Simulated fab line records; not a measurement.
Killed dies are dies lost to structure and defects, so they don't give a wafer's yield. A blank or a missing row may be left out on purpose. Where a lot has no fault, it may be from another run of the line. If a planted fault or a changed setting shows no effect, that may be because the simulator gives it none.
Problem report, 8D (eight disciplines) form, completed by code	flow n5 finfet	the parts of the form that need people (team, actions taken, sign-off) are left out

1. PROBLEM STATEMENT
Mean of platen rpm at N5_MOL_CONTACT_COAG_CMP_52: 48.28 rpm across 6 wafers in 2 lots; on wafers with no fault it is 50.29 rpm (standard deviation 0.034). Relative to the usual mean, that is a shift of -59 standard deviations.
The step: polishes, stops on SiO2, t overpolish 1.5 s, target thk 66.5 nm.
Earliest sighting: wafer L884.1 on cmp-03 at day 7 23:48. At this step, 26 wafers from 9 lots have a number in the record. The rule behind "out" and "out of limits": a value lying over 4 standard deviations away from the usual mean. All remaining wafers that have a number are taken as sound.

2. WHAT IT IS, AND WHAT IT ISN'T
question	is	is not
which readings at this step	platen rpm	motor current A, time to endpoint s
which lots	L884, L885	L873, L875, L877, L890, L892, L894, L896
which wafers of those lots	all that have a number	-
read on which tools	cmp-03	cmp-02, cmp-04
when	from day 7 23:48	up to then (8 sound wafers); but 12 sound wafers of L890, L892, L894, L896 came after

3. THE SUSPECTS, EACH WITH WHAT RULES IT OUT
Counting: a tool at a process step up to the reading stays a suspect if it ran every lot that is out and no sound lot after the first of them.
- cmp-03 at N5_MOL_CONTACT_COAG_CMP_52 (polishes, stops on SiO2, t overpolish 1.5 s, target thk 66.5 nm): kept. Every lot that is out went through it, starting with L884 (day 7 23:48), and after that it ran no sound lot; the last sound lot it ran before then is L877 (day 6 07:19). Its own platen rpm readings are out on those wafers.
Left after counting: cmp-03 at N5_MOL_CONTACT_COAG_CMP_52.

4. THE CAUSE (what the simulator had put in)
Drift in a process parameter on cmp-03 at N5_MOL_CONTACT_COAG_CMP_52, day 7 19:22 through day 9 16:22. A move of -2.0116 in setting platen rpm, from 50.289. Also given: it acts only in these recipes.
Counting left only this tool.

5. THE EFFECT CHAIN, in route order
Each row: a reading where the mean over the struck wafers with a number is more than 3 standard deviations away from the usual. Only readings whose record carries a usual standard deviation are examined. hours: median over the lots of the time between each lot's start at the first step of this table that gives one and its start at this step. sigmas: the change, counted in usual standard deviations.
hours	step	reading	usual	on struck wafers	change	sigmas
0	N5_MOL_CONTACT_COAG_CMP_52	platen rpm	50.29 rpm	48.28	-2.01	-59
Process steps it contains:
- N5_MOL_CONTACT_COAG_CMP_52: polishes, stops on SiO2, t overpolish 1.5 s, target thk 66.5 nm.
Later steps that measure or inspect, where all struck wafers having a row at the step show a number for every such reading and not one has moved that far: N5_BEOL_M4_RC_MEAS_101.

6. HOW IT WOULD HAVE BEEN CAUGHT EARLIER
First out-of-limits reading in this record: day 7 23:48, which is 4 hours after fault onset at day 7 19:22.
